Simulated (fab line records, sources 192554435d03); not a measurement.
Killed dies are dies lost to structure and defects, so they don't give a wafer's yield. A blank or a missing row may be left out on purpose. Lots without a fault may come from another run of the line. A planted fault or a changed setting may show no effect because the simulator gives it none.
Tool commonality check | flow n5_finfet | 10 lots, 30 wafers sampled

WHY IT WAS OPENED
At N5_BEOL_M5_OVL_MEAS_12 the reading M5_OVL is flagged on 2 of 10 lots. Wafers without a fault read -0.3 nm, standard deviation 0.69.
Rule: a lot is flagged when every wafer of it that has a number lies more than 4 standard deviations from that mean, or none has a number. The other lots count as sound.

lot  | measured     | on         | M5_OVL (nm), wafer by wafer | flag
L464 | day 8 10:22  | overlay-02 | -0.5 1.0 -0.5               |
L465 | day 8 17:12  | overlay-01 | 0.3 0.4 -0.2                |
L466 | day 8 17:54  | overlay-01 | -0.8 0.1 0.4                |
L471 | day 10 09:52 | overlay-02 | 13.3 11.5 12.9              | FLAGGED
L475 | day 11 13:32 | overlay-02 | 13.3 12.8 12.7              | FLAGGED
L478 | day 11 23:17 | overlay-02 | 0.3 -0.4 -0.1               |
L479 | day 12 02:29 | overlay-01 | -0.2 0.6 -1.0               |
L482 | day 13 02:51 | overlay-02 | -0.3 0.1 -0.5               |
L483 | day 13 10:45 | overlay-02 | 1.2 -0.5 0.1                |
L484 | day 13 13:29 | overlay-02 | -0.4 -0.8 -0.9              |
The numbers of the flagged lots are 12.8 nm on average: +13.1 nm against the usual, or +19 standard deviations.

WHICH TOOL RAN EACH LOT
The record holds 2 process steps before the reading, out of a route of 1938 steps. In each cell: the tool, then ch and the chambers that the sampled wafers went through, then the start.
lot  | flag    | N5_BEOL_M4_CMP_52             | N5_BEOL_M5_EXPOSE_08
L464 |         | cmp-04 ch 0,1,3, day 8 06:47  | euv_scanner-02 ch 0, day 8 10:13
L465 |         | cmp-01 ch 0,1, day 8 12:43    | euv_scanner-01 ch 0, day 8 17:02
L466 |         | cmp-01 ch 0,1,2, day 8 14:07  | euv_scanner-02 ch 0, day 8 17:44
L471 | FLAGGED | cmp-04 ch 0,1,2, day 10 07:04 | euv_scanner-02 ch 0, day 10 09:43
L475 | FLAGGED | cmp-03 ch 0,1,3, day 11 10:19 | euv_scanner-02 ch 0, day 11 13:22
L478 |         | cmp-03 ch 1,2,3, day 11 17:56 | euv_scanner-01 ch 0, day 11 23:08
L479 |         | cmp-01 ch 0,1,3, day 11 23:19 | euv_scanner-01 ch 0, day 12 02:20
L482 |         | cmp-04 ch 1,2,3, day 12 23:20 | euv_scanner-01 ch 0, day 13 02:41
L483 |         | cmp-03 ch 1,2,3, day 13 03:04 | euv_scanner-01 ch 0, day 13 10:35
L484 |         | cmp-04 ch 1,3, day 13 09:34   | euv_scanner-01 ch 0, day 13 13:20
What these steps do:
- N5_BEOL_M4_CMP_52: polishes, stops on SiOC, t overpolish 6.8 s, target thk 40 nm.
- N5_BEOL_M5_EXPOSE_08: exposes mask M5, target cd 28 nm.
- N5_BEOL_M5_OVL_MEAS_12

FLAGGED OVER TOTAL, TOOL BY TOOL (the gauges that took the reading come last)
step                   | tool           | lots run | flagged | share of the flagged lots | sound lots run after its first flagged lot
N5_BEOL_M4_CMP_52      | cmp-01         | 3        | 0       | none                      | -
N5_BEOL_M4_CMP_52      | cmp-03         | 3        | 1       | some                      | 2 (L478,L483)
N5_BEOL_M4_CMP_52      | cmp-04         | 4        | 1       | some                      | 2 (L482,L484)
N5_BEOL_M5_EXPOSE_08   | euv_scanner-01 | 6        | 0       | none                      | -
N5_BEOL_M5_EXPOSE_08   | euv_scanner-02 | 4        | 2       | all                       | 0
N5_BEOL_M5_OVL_MEAS_12 | overlay-01     | 3        | 0       | none                      | -
N5_BEOL_M5_OVL_MEAS_12 | overlay-02     | 7        | 2       | all                       | 4 (L478,L482,L483,L484)

WHAT THE TABLE ALLOWS
2 rows of the table ran every flagged lot: euv_scanner-02 at N5_BEOL_M5_EXPOSE_08, overlay-02 at N5_BEOL_M5_OVL_MEAS_12.
- euv_scanner-02 at N5_BEOL_M5_EXPOSE_08: 2 of its 4 lots flagged. Its last sound lot is L466 (day 8 17:44), its first flagged lot L471 (day 10 09:43): a fault that began between those two fits.
- overlay-02 at N5_BEOL_M5_OVL_MEAS_12: 2 of its 7 lots flagged. Sound lots ran on it after the first flagged one (L478, L482, L483, L484), which a lasting fault on the whole tool wouldn't allow.
One tool is left: euv_scanner-02 at N5_BEOL_M5_EXPOSE_08.

WHAT THE SIMULATOR HAD PUT IN
Scanner matching overlay: euv_scanner-02, from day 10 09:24 on, at N5_BEOL_M5_EXPOSE_08. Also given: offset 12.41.
Lots struck among those shown: L471, L475. The rule above found the same.
